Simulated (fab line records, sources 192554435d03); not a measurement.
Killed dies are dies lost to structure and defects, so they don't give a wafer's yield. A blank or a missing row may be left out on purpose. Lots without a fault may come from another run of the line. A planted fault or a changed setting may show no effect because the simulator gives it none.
Which tool did it? | flow n5_finfet | 24 lots, 72 wafers sampled, at 3 steps of a route of 1938

WHAT THE GAUGES READ, wafer by wafer
N5_DUMMY_GATE_INSPECT_17: inspects for defects (brightfield).
lot  | measured    | on                | raw_defect_count
L074 | day 2 21:32 | defect_inspect-01 | 228 188 266
L075 | day 3 03:08 | defect_inspect-02 | 196 143 160
L076 | day 3 11:48 | defect_inspect-01 | 238 199 272
L077 | day 3 15:59 | defect_inspect-02 | 160 119 174
L078 | day 3 21:28 | defect_inspect-02 | 148 126 154
L079 | day 4 04:35 | defect_inspect-01 | 231 167 251
L080 | day 4 11:59 | defect_inspect-01 | 193 141 172
L081 | day 4 18:23 | defect_inspect-02 | 122 173 138
L082 | day 4 20:47 | defect_inspect-01 | 134 114 115
L083 | day 5 04:35 | defect_inspect-01 | 227 290 178
L084 | day 5 08:40 | defect_inspect-01 | 158 211 171
L085 | day 5 15:12 | defect_inspect-01 | 148 141 124
L086 | day 5 22:00 | defect_inspect-01 | 186 186 360
L087 | day 6 03:49 | defect_inspect-02 | 128 96 215
L088 | day 6 08:48 | defect_inspect-02 | 144 153 111
L089 | day 6 18:09 | defect_inspect-02 | 264 290 192
L090 | day 6 23:36 | defect_inspect-02 | 162 167 194
L091 | day 7 05:52 | defect_inspect-02 | 251 200 178
L093 | day 7 17:56 | defect_inspect-02 | 207 198 234
L092 | day 7 21:51 | defect_inspect-01 | 399 247 287
L094 | day 8 01:45 | defect_inspect-02 | 203 173 157
L095 | day 8 03:57 | defect_inspect-02 | 169 100 194
L096 | day 8 09:54 | defect_inspect-01 | 195 222 226
L097 | day 8 15:23 | defect_inspect-02 | 112 208 202

WHICH TOOL RAN EACH LOT (tool, then ch and the chambers of the sampled wafers, then the start)
lot  | N5_STI_FIN_REVEAL_ALD_14         | N5_STI_FIN_REVEAL_OXIDATION_31
L074 | ald_sin-01 ch 0,1,3, day 2 03:49 | plasma_asher-01 ch 0, day 2 12:20
L075 | ald_sin-01 ch 0,2,3, day 2 09:34 | plasma_asher-02 ch 0,1, day 2 17:48
L076 | ald_sin-03 ch 2,3, day 2 17:07   | plasma_asher-01 ch 0,1, day 3 01:19
L077 | ald_sin-04 ch 0,1,3, day 2 22:12 | plasma_asher-01 ch 0,1, day 3 06:26
L078 | ald_sin-01 ch 1,3, day 3 03:30   | plasma_asher-01 ch 0,1, day 3 12:08
L079 | ald_sin-04 ch 0,1,2, day 3 09:11 | plasma_asher-01 ch 0,1, day 3 17:26
L080 | ald_sin-03 ch 0,1,2, day 3 16:28 | plasma_asher-02 ch 0,1, day 4 00:49
L081 | ald_sin-03 ch 0,1,3, day 3 21:10 | plasma_asher-01 ch 0,1, day 4 05:17
L082 | ald_sin-03 ch 1,2,3, day 4 03:26 | plasma_asher-01 ch 0,1, day 4 11:27
L083 | ald_sin-01 ch 2,3, day 4 09:37   | plasma_asher-02 ch 0, day 4 17:40
L084 | ald_sin-04 ch 2,3, day 4 15:00   | plasma_asher-02 ch 0,1, day 4 23:01
L085 | ald_sin-04 ch 2,3, day 4 21:43   | plasma_asher-02 ch 0,1, day 5 05:46
L086 | ald_sin-03 ch 0,2,3, day 5 04:11 | plasma_asher-01 ch 0,1, day 5 12:41
L087 | ald_sin-04 ch 1,3, day 5 10:35   | plasma_asher-02 ch 0,1, day 5 18:37
L088 | ald_sin-04 ch 1,2,3, day 5 15:24 | plasma_asher-02 ch 0,1, day 5 23:26
L089 | ald_sin-01 ch 1,2,3, day 6 00:46 | plasma_asher-01 ch 0,1, day 6 08:46
L090 | ald_sin-04 ch 0,2,3, day 6 06:13 | plasma_asher-02 ch 0,1, day 6 14:13
L091 | ald_sin-01 ch 0,3, day 6 09:35   | plasma_asher-02 ch 0,1, day 6 19:17
L093 | ald_sin-04 ch 1,2,3, day 7 00:44 | plasma_asher-02 ch 0,1, day 7 08:43
L092 | ald_sin-03 ch 1,2,3, day 7 02:09 | plasma_asher-02 ch 0,1, day 7 11:17
L094 | ald_sin-03 ch 1,2,3, day 7 05:01 | plasma_asher-01 ch 0,1, day 7 13:13
L095 | ald_sin-01 ch 0,1, day 7 09:28   | plasma_asher-02 ch 0,1, day 7 17:32
L096 | ald_sin-01 ch 0,1,2, day 7 16:19 | plasma_asher-02 ch 0, day 8 00:19
L097 | ald_sin-03 ch 0,1, day 7 21:43   | plasma_asher-02 ch 0,1, day 8 05:48
- N5_STI_FIN_REVEAL_ALD_14: deposits Si3N4, target thk 3 nm.
- N5_STI_FIN_REVEAL_OXIDATION_31: chemistry O2 PLASMA REMOTE, time 20 s.

WHAT THE TOOLS THEMSELVES READ (means of the sampled wafers that have a number; where no wafer has one, the mark that the record gives instead)
N5_STI_FIN_REVEAL_ALD_14.
lot  | tool       | heater_power_w (W)
L074 | ald_sin-01 | 817
L075 | ald_sin-01 | 827
L076 | ald_sin-03 | 800
L077 | ald_sin-04 | 761
L078 | ald_sin-01 | 865
L079 | ald_sin-04 | 746
L080 | ald_sin-03 | 888
L081 | ald_sin-03 | 848
L082 | ald_sin-03 | 814
L083 | ald_sin-01 | 892
L084 | ald_sin-04 | 783
L085 | ald_sin-04 | 783
L086 | ald_sin-03 | 859
L087 | ald_sin-04 | 805
L088 | ald_sin-04 | 785
L089 | ald_sin-01 | 880
L090 | ald_sin-04 | 741
L091 | ald_sin-01 | 777
L093 | ald_sin-04 | 794
L092 | ald_sin-03 | 823
L094 | ald_sin-03 | 811
L095 | ald_sin-01 | 750
L096 | ald_sin-01 | 795
L097 | ald_sin-03 | 848

N5_STI_FIN_REVEAL_OXIDATION_31.
lot  | tool            | drypump_motor_current_A (A) | heater_power_w (W)
L074 | plasma_asher-01 | 6.2                         | 144
L075 | plasma_asher-02 | 5.9                         | 174
L076 | plasma_asher-01 | 5.8                         | 143
L077 | plasma_asher-01 | 5.8                         | 140
L078 | plasma_asher-01 | 5.8                         | 141
L079 | plasma_asher-01 | 5.3                         | 137
L080 | plasma_asher-02 | 6.2                         | 179
L081 | plasma_asher-01 | 5.4                         | 138
L082 | plasma_asher-01 | 5.8                         | 141
L083 | plasma_asher-02 | 5.7                         | 168
L084 | plasma_asher-02 | 6.1                         | 178
L085 | plasma_asher-02 | 5.9                         | 173
L086 | plasma_asher-01 | 5.8                         | 142
L087 | plasma_asher-02 | 5.9                         | 176
L088 | plasma_asher-02 | 5.9                         | 173
L089 | plasma_asher-01 | 5.3                         | 139
L090 | plasma_asher-02 | 5.9                         | 170
L091 | plasma_asher-02 | 6.1                         | 177
L093 | plasma_asher-02 | 5.9                         | 169
L092 | plasma_asher-02 | 6.1                         | 181
L094 | plasma_asher-01 | 5.8                         | 144
L095 | plasma_asher-02 | 6.1                         | 180
L096 | plasma_asher-02 | 5.7                         | 168
L097 | plasma_asher-02 | 5.9                         | 173

THE ANSWER, worked out from the rows above alone
Rule: what is usual is taken from the lots themselves. Put in order of their means at a reading, lots are off if they are a third of the lots or fewer, leave a main group of 4 or more, and stand apart from it by a gap of 3 or more times the standard deviation of the main group's means; of several such gaps the widest counts. A main group whose means are all the same, to the digits that the tables above print for the reading, isn't used. A lot without any number at a reading at which 4 lots or more have one is off too. The other lots that the step has rows for count as sound. The gauges are gone through in route order, then the tools' own readings, and for those a lot's mean is taken as printed above. The first step at which some lot is off is used, and at that step the reading that is off furthest; a lot without a number counts as furthest.
No lot is off at any reading shown: from this, nothing can be told.

WHAT THE SIMULATOR HAD PUT IN
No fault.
